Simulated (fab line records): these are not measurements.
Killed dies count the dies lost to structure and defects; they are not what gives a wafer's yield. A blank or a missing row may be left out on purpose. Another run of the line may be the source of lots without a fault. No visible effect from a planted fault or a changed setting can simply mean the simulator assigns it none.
fab line records	flow nandHarc
[record] lots = 12	wafers = 36	lastDay = 34
route steps=1302 shown A_WL_FILL@982 A_CONTACT@1001 END@1302
lots that met no fault: taken from a fault-free run of the same line
startH: hours from the record's opening day to when the first of the lot's shown wafers began	waitH: how many hours have passed since the lot's step before this one	" same as the row above	L1.1+2: several wafers, shown together as one row	- no value present, or no start provided	* or withheld: withheld	< > ~ a bound
route shown NAME@n: a module of which the file shows steps, and the number in the route of the first	usual: mean/standard deviation taken from wafers without a fault	same: alike in all rows	chamber/n: place in a boat	sites: the reading at each site	_std_site: how widely they spread, as a standard deviation	_edge_site: the outer-site mean with the inner-site mean subtracted	radiusMm: for every site, how far away it sits from the centre of the wafer	mask NAME#n: copy n	behind: the most recent tool/chamber to have shaped the wafer	hold: the reason the lot was held/the length of the hold in hours/how it ended	device: whichever transistor did not switch (one of n, p or np)	end of line: the same wafers' tests at the end of the route	a step with no rows: only its recipe	killed: dies lost to structure and defects at the first sort, not the wafer's yield	map: a wafer's dies, marking killed ones x, the rest . and places with no die _
set.NAME: the setting that was run; set.NAME@STEP: the one run at that earlier step	model.NAME: the simulator's own value behind a step, which no gauge read
one table for each step of the route and one row for each wafer, over a sample of lots
services: when a tool's chamber went out of use (startH, in hours from the record's first day, below 0 if earlier), for how many hours, and the reason
[[steps]]
[step NHARC_A_WL_FILL_INSPECT_15]
[usual] rawDefectCount = 457/130
lot.wafer	tool	chamber	startH	waitH	rawDefectCount
L662.1	defectInspect-02	-	486.97	0.0	379
L662.2	"	-	"	"	441
L662.6	"	-	"	"	485
L663.3	defectInspect-02	-	497.86	0.0	357
L663.4	"	-	"	"	443
L663.5	"	-	"	"	382
L668.1	defectInspect-02	-	531.78	0.0	420
L668.2	"	-	"	"	387
L668.4	"	-	"	"	505
L667.2	defectInspect-01	-	535.87	0.0	517
L667.3	"	-	"	"	748
L667.4	"	-	"	"	387
L672.1	defectInspect-02	-	588.80	0.0	400
L672.2	"	-	"	"	370
L672.5	"	-	"	"	379
L673.2	defectInspect-01	-	601.42	0.0	480
L673.3	"	-	"	"	324
L673.5	"	-	"	"	549
L679.1	defectInspect-01	-	672.24	0.0	642
L679.3	"	-	"	"	635
L679.4	"	-	"	"	482
L680.2	defectInspect-01	-	680.53	0.0	372
L680.4	"	-	"	"	490
L680.5	"	-	"	"	386
L682.1	defectInspect-02	-	700.97	0.0	402
L682.3	"	-	"	"	377
L682.5	"	-	"	"	339
L683.1	defectInspect-02	-	706.09	0.0	312
L683.3	"	-	"	"	238
L683.4	"	-	"	"	284
L681.1	defectInspect-01	-	709.34	0.0	430
L681.3	"	-	"	"	392
L681.4	"	-	"	"	711
L684.3	defectInspect-01	-	721.51	0.0	503
L684.4	"	-	"	"	451
L684.6	"	-	"	"	392
[step NHARC_A_CONTACT_ETCH_48]
[recipe] targetDepthA = 390	overEtchFrac = 0.3	timeS = 65	ionEnergyEv = 80	cf4FlowSccm = 150	arFlowSccm = 0	rfW = 300	biasW = 100	chemistry = CF4
[usual] drypumpMotorCurrentA = 5.79/0.29	oesProductAu = 1.003/0.0095	rfVppV = 151.4/1.4	runLengthS = 86.3/0.49	showerheadPlenumPTorr = 1.79/0.084	throttleValvePct = 13.284/0.0095
lot.wafer	tool	chamber	startH	waitH	drypumpMotorCurrentA	oesProductAu	rfHoursCounterH	rfVppV	runLengthS	showerheadPlenumPTorr	throttleValvePct
L662.1	rieDiel-04	2	492.92	0.1	6.01	0.996	20	153.0	86.7	1.83	13.265
L662.2	"	0	"	"	5.83	0.986	19	151.2	87.3	1.65	13.282
L662.6	"	3	"	"	5.71	1.006	-	152.0	85.8	1.87	13.279
L663.3	rieDiel-08	3	506.75	0.1	5.20	1.002	39	150.4	86.5	1.76	13.299
L663.4	"	0	"	"	5.88	0.999	38	151.4	86.7	1.73	13.271
L663.5	"	3	"	"	5.19	1.002	-	150.5	86.6	1.76	13.292
L668.1	rieDiel-08	0	537.93	0.2	5.88	0.993	52	150.7	86.4	1.73	13.286
L668.4	"	2	"	"	5.95	1.000	47	152.7	85.8	1.89	13.272
L668.2	"	3	"	"	5.15	0.995	52	151.8	86.6	1.76	13.294
L667.3	rieDiel-05	3	542.61	0.1	6.00	1.001	47	151.7	86.4	1.74	13.288
L667.2	"	1	"	"	6.13	0.991	43	154.8	85.9	1.88	13.283
L667.4	"	2	"	"	5.76	1.004	47	150.7	86.3	1.71	13.296
L672.2	rieDiel-04	3	594.75	0.1	5.71	0.999	9	152.2	86.1	1.87	13.278
L672.1	"	1	"	"	5.47	1.010	9	150.1	85.7	1.71	13.294
L672.5	"	2	"	"	5.98	1.005	-	152.4	86.3	1.82	13.287
L673.2	rieDiel-08	3	610.88	0.1	5.19	0.998	22	150.6	86.7	1.75	13.294
L673.3	"	2	"	"	5.96	0.995	21	153.3	85.3	1.89	13.291
L673.5	"	3	"	"	5.18	1.001	-	151.0	86.7	1.75	13.268
L679.3	rieDiel-08	2	678.31	0.1	6.01	0.984	51	153.8	85.5	1.88	13.272
L679.1	"	3	"	"	5.20	0.992	53	149.6	86.8	1.74	13.286
L679.4	"	0	"	"	5.89	1.005	-	150.0	86.2	1.71	13.281
L680.2	rieDiel-04	2	686.41	0.1	6.01	1.009	23	152.3	86.7	1.82	13.295
L680.4	"	3	"	"	5.68	0.987	24	153.6	86.0	1.86	13.276
L680.5	"	2	"	"	6.02	0.997	-	150.2	86.5	1.82	13.288
L682.1	rieDiel-05	2	706.99	0.1	5.76	0.990	22	151.7	85.8	1.70	13.290
L682.3	"	0	"	"	5.61	1.005	24	153.0	86.1	1.88	13.305
L682.5	"	2	"	"	5.76	0.999	-	149.4	85.7	1.70	13.291
L683.3	rieDiel-08	1	712.84	0.1	6.31	1.009	57	151.4	86.2	1.86	13.278
L683.4	"	2	"	"	5.95	0.995	58	150.9	85.6	1.88	13.288
L683.1	"	0	"	"	5.90	1.006	57	149.9	86.6	1.71	13.284
L681.1	rieDiel-05	0	716.28	0.1	5.59	1.022	28	153.2	85.7	1.88	13.293
L681.3	"	2	"	"	5.74	1.008	26	151.5	85.5	1.70	13.277
L681.4	"	3	"	"	5.97	1.027	30	149.3	86.1	1.73	13.288
L684.4	rieDiel-04	3	727.46	0.1	5.69	0.994	2	152.8	85.9	1.86	13.274
L684.3	"	0	"	"	5.81	0.996	2	152.7	87.1	1.91	13.278
L684.6	"	1	"	"	5.45	1.001	-	150.5	85.7	1.71	13.280
[step NHARC_A_CONTACT_ETCH_50]
[recipe] targetDepthA = 1210	timeS = 60.5	cf4FlowSccm = 100	chf3FlowSccm = 30	arFlowSccm = 0	rfW = 500	biasW = 200	chemistry = CF4/CHF3
[usual] drypumpMotorCurrentA = 5.78/0.29	oesProductAu = 0.947/0.024	rfVppV = 371.0/2.7	runLengthS = 81.8/0.5	showerheadPlenumPTorr = 1.59/0.078	throttleValvePct = 16.803/0.0097
lot.wafer	tool	chamber	startH	waitH	drypumpMotorCurrentA	oesProductAu	rfHoursCounterH	rfVppV	runLengthS	showerheadPlenumPTorr	throttleValvePct
L662.2	rieDiel-04	3	493.35	-	5.71	0.969	21	374.5	81.3	1.67	16.804
L662.1	"	2	"	"	6.01	0.974	20	370.6	82.3	1.63	16.799
L662.6	"	0	"	"	5.81	0.946	-	367.3	82.5	1.46	16.806
L663.4	rieDiel-08	2	507.18	-	5.98	0.930	37	376.0	81.1	1.69	16.810
L663.3	"	3	"	"	5.15	0.935	40	370.8	82.4	1.57	16.795
L663.5	"	1	"	"	6.31	0.930	-	374.6	82.2	1.68	16.827
L668.1	rieDiel-08	3	538.53	-	5.16	0.933	53	371.8	82.2	1.57	16.802
L668.4	"	0	"	"	5.90	0.917	53	369.7	82.1	1.53	16.793
L668.2	"	2	"	"	5.97	0.938	48	376.3	81.1	1.69	16.811
L667.4	rieDiel-05	2	543.05	-	5.75	0.928	47	368.8	81.1	1.52	16.805
L667.3	"	3	"	"	5.97	0.911	47	369.5	81.9	1.55	16.806
L667.2	"	0	"	"	5.66	0.930	43	374.3	81.3	1.69	16.795
L672.1	rieDiel-04	1	595.20	-	5.46	0.985	9	368.1	69.8	1.52	16.788
L672.2	"	2	"	"	6.05	0.982	9	371.6	82.0	1.62	16.793
L672.5	"	3	"	"	5.69	0.954	-	373.3	81.7	1.66	16.801
L673.3	rieDiel-08	2	611.43	-	5.98	0.927	21	373.3	81.0	1.68	16.820
L673.2	"	3	"	"	5.18	0.928	22	370.4	82.1	1.56	16.820
L673.5	"	2	"	"	5.98	0.925	-	375.2	81.1	1.68	16.789
L679.3	rieDiel-08	3	679.20	-	5.15	0.920	54	370.1	82.3	1.55	16.803
L679.1	"	2	"	"	5.95	0.903	51	372.9	80.9	1.67	16.803
L679.4	"	0	"	"	5.87	0.925	-	367.6	81.8	1.52	16.791
L680.2	rieDiel-04	0	686.84	-	5.81	0.968	24	366.3	82.8	1.45	16.815
L680.4	"	1	"	"	5.43	0.987	22	367.8	81.5	1.52	16.809
L680.5	"	1	"	"	5.45	0.974	-	366.5	81.2	1.52	16.794
L682.1	rieDiel-05	1	707.42	-	6.13	0.959	18	372.6	81.3	1.66	16.797
L682.3	"	0	"	"	5.62	0.984	24	374.5	81.7	1.68	16.808
L682.5	"	1	"	"	6.16	0.974	-	374.3	81.6	1.66	16.802
L683.4	rieDiel-08	0	713.28	-	5.89	0.925	57	368.6	82.2	1.52	16.813
L683.3	"	1	"	"	6.28	0.924	57	373.6	81.7	1.66	16.815
L683.1	"	3	"	"	5.19	0.921	62	370.8	82.2	1.55	16.792
L681.4	rieDiel-05	2	716.72	-	5.78	0.942	26	369.2	81.3	1.51	16.816
L681.3	"	3	"	"	5.97	0.949	31	369.4	81.5	1.54	16.809
L681.1	"	1	"	"	6.18	0.920	22	373.2	81.5	1.66	16.809
L684.3	rieDiel-04	0	728.03	-	5.82	0.943	2	373.8	82.5	1.70	16.803
L684.4	"	2	"	"	6.01	0.953	2	370.8	82.7	1.62	16.789
L684.6	"	0	"	"	5.82	0.941	-	373.7	82.3	1.70	16.801
[step NHARC_A_CONTACT_ETCH_116]
[recipe] sourceW = withheld	pressureMtorr = 20	biasV = 3000	timeS = 190	targetDepthA = 18500	arFlowSccm = withheld	c4f8FlowSccm = withheld	o2FlowSccm = withheld	chemistry = C4F8/O2/Ar
[usual] runLengthS = 190/0
lot.wafer	tool	chamber	startH	waitH	rfHoursCounterH	runLengthS
L662.1	harCapEtch-03	0	495.54	0.1	39	190
L662.2	"	1	"	"	39	190
L662.6	"	0	"	"	-	190
L663.4	harCapEtch-03	0	510.69	0.2	-	190
L663.3	"	1	"	"	-	190
L663.5	"	0	"	"	-	190
L668.2	harCapEtch-01	1	540.70	0.1	5	190
L668.1	"	0	"	"	5	190
L668.4	"	1	"	"	-	190
L667.2	harCapEtch-02	0	545.27	0.1	92	190
L667.4	"	1	"	"	-	190
L667.3	"	0	"	"	-	190
L672.1	harCapEtch-01	1	597.35	0.1	15	190
L672.2	"	0	"	"	15	190
L672.5	"	0	"	"	-	190
L673.2	harCapEtch-01	1	613.61	0.1	17	190
L673.3	"	0	"	"	-	190
L673.5	"	0	"	"	-	190
L679.1	harCapEtch-02	0	681.65	0.1	114	190
L679.3	"	0	"	"	-	190
L679.4	"	1	"	"	-	190
L680.2	harCapEtch-03	1	689.07	0.1	74	190
L680.4	"	0	"	"	-	190
L680.5	"	1	"	"	-	190
L682.1	harCapEtch-02	1	709.63	0.1	118	190
L682.3	"	0	"	"	-	190
L682.5	"	0	"	"	-	190
L683.1	harCapEtch-03	0	715.52	0.1	78	190
L683.3	"	1	"	"	-	190
L683.4	"	0	"	"	-	190
L681.1	harCapEtch-01	0	718.90	0.1	35	190
L681.3	"	0	"	"	-	190
L681.4	"	1	"	"	-	190
L684.3	harCapEtch-02	1	730.45	0.1	-	190
L684.4	"	0	"	"	-	190
L684.6	"	1	"	"	-	190
[step NHARC_END_SORT_01]
[recipe] tempC = 25
[usual] killedAtArray = 49/19	killedAtOther = 0.9/1.1	killedAtPeriphery = 4.0/2.7	killedDies = 54/19	killedOpen = 3.3/1.8	killedShort = 2.6/1.6
[same] grossDies = 677
lot.wafer	tool	chamber	startH	waitH	killedAtArray	killedAtOther	killedAtPeriphery	killedDies	killedOpen	killedShort
L672.1	prober-02	0	670.35	2.5	90	2	4	96	2	3
L672.2	prober-02	0	671.14	2.8	40	0	9	49	2	1
L672.5	prober-02	0	673.51	3.7	31	0	3	34	3	0
// killed by level:class
L672.1 A_CONTACT:areaEtch=51 A_CHANNEL_HOLE_D1:chamberFilmFlake=9 A_CHANNEL_HOLE_D2:chamberFilmFlake=7 A_WL_FILL:chamberFilmFlake=4 P_CONTACT:chamberFilmFlake=4 A_CHANNEL_FILL_D1:chamberFilmFlake=3 A_BONDPAD:chamberFilmFlake=3 A_CHANNEL_FILL_D2:chamberFilmFlake=2
L672.2 A_CHANNEL_HOLE_D2:chamberFilmFlake=20 P_CONTACT:chamberFilmFlake=8 A_CHANNEL_HOLE_D1:chamberFilmFlake=6 A_CHANNEL_FILL_D1:chamberFilmFlake=2 A_STAIRCASE:chamberFilmFlake=2 A_SLIT:chamberFilmFlake=2 A_WL_FILL:chamberFilmFlake=2 A_BONDPAD:chamberFilmFlake=2
L672.5 A_CHANNEL_HOLE_D2:chamberFilmFlake=9 A_WL_FILL:chamberFilmFlake=4 A_BONDPAD:chamberFilmFlake=4 P_CONTACT:chamberFilmFlake=3 A_SLIT:chamberFilmFlake=3 A_CHANNEL_HOLE_D1:chamberFilmFlake=2 A_CHANNEL_FILL_D1:chamberFilmFlake=2 A_DECK1_JOINT:geometricParticle:open=1
[[services]]
tool	chamber	startH	hours	kind
harCapEtch-02	-	470.12	0.3	repair
rieDiel-08	0	475.99	-	clean
rieDiel-08	1	475.99	-	clean
rieDiel-08	2	475.99	-	clean
rieDiel-08	3	475.99	-	clean
rieDiel-04	2	480.00	3.8	repair
harCapEtch-01	-	498.38	17.0	pm
rieDiel-08	0	500.49	-	clean
rieDiel-08	1	500.49	-	clean
rieDiel-08	2	500.49	-	clean
rieDiel-08	3	500.49	-	clean
rieDiel-08	0	524.99	-	clean
rieDiel-08	1	524.99	-	clean
rieDiel-04	-	531.91	9.0	pm
rieDiel-08	-	544.85	9.0	pm
rieDiel-05	-	583.25	28.3	repair
rieDiel-04	-	616.43	2.0	repair
rieDiel-05	0	628.17	1.2	repair
rieDiel-08	0	636.49	8.3	repair
rieDiel-04	2	639.55	1.3	repair
rieDiel-04	2	682.78	1.9	repair
rieDiel-05	1	683.33	7.7	repair
rieDiel-04	-	708.91	9.0	pm
rieDiel-08	-	722.06	9.0	pm
[[key]]
[firstSign] step = NHARC_A_CONTACT_ETCH_50	reading = runLengthS	direction = down	sigmas = 24	usual = *	struck = *
[moreKillsBornAt] NHARC_A_CONTACT_ETCH_50@rieDiel-04 = 51
metAt NHARC_A_CONTACT_ETCH_50
struckLots L672
struckWafers L672.1
testerLeftOut L672
notActingAt NHARC_A_WL_FILL_INSPECT_15,NHARC_A_CONTACT_ETCH_48,NHARC_A_CONTACT_ETCH_116
[fault] kind = processParameterDrift	tool = rieDiel-04	chamber = 1	onsetH = 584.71	steps = NHARC_A_CONTACT_ETCH_50	channel = timeS	offset = *	shape = step	endH = 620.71	actsIn = *	stated = *
// testerLeftOut: of these lots the tester's yield and bins aren't shown, on N5 and GAA mostly nor the transistor test; their killed dies are dies lost to structure and defects alone, not to doping, threshold or leakage, so they don't give the yield
